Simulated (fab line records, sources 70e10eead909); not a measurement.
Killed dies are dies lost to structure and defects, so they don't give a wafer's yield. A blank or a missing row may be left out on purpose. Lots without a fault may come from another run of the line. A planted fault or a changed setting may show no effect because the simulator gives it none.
Chamber matching | flow nand_harc | NHARC_A_STAIRCASE_TRIM_220 on rie_diel-04: 4 sister chambers
The step chemistry O2, time 211.2 s. 4 wafers are shown with their chamber, then 7 later ones without.

WAFERS WITH THEIR CHAMBER
wafer  | chamber | showerhead_plenum_p_Torr (Torr)
L077.3 | 3       | 3.30
L087.4 | 1       | 3.48
L090.2 | 2       | 3.75
L090.3 | 0       | 3.78

WAFERS WITHOUT THEIR CHAMBER
wafer  | showerhead_plenum_p_Torr (Torr)
L090.5 | 3.28
L088.1 | 3.28
L088.4 | 3.78
L088.6 | 3.28
L095.1 | 3.77
L095.3 | 3.80
L095.6 | 3.77

WHICH CHAMBER EACH WENT THROUGH
wafer  | from the rows above     | in truth
L090.5 | 3                       | 3
L088.1 | 3                       | 3
L088.4 | can't be placed: 0 or 2 | 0
L088.6 | 3                       | 3
L095.1 | can't be placed: 0 or 2 | 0
L095.3 | can't be placed: 0 or 2 | 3
L095.6 | can't be placed: 0 or 2 | 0
Placed correctly: 3 of 7. Can't be placed from these rows: 4 (the true chamber is among the candidates in 3). Placed wrongly: 0.
How it was worked out, from the rows above alone: a wafer's distance from a chamber is the root of the sum, over the readings, of the square of ((its reading less the chamber's mean) divided by the reading's scatter). The wafer belongs to the nearest chamber; if the next one is less than 2 further off, it can't be placed. A chamber's mean is the mean of its shown wafers. The scatter: with one shown wafer a chamber, the root of the mean of the squares of how far each hidden wafer lies from its nearest shown one.
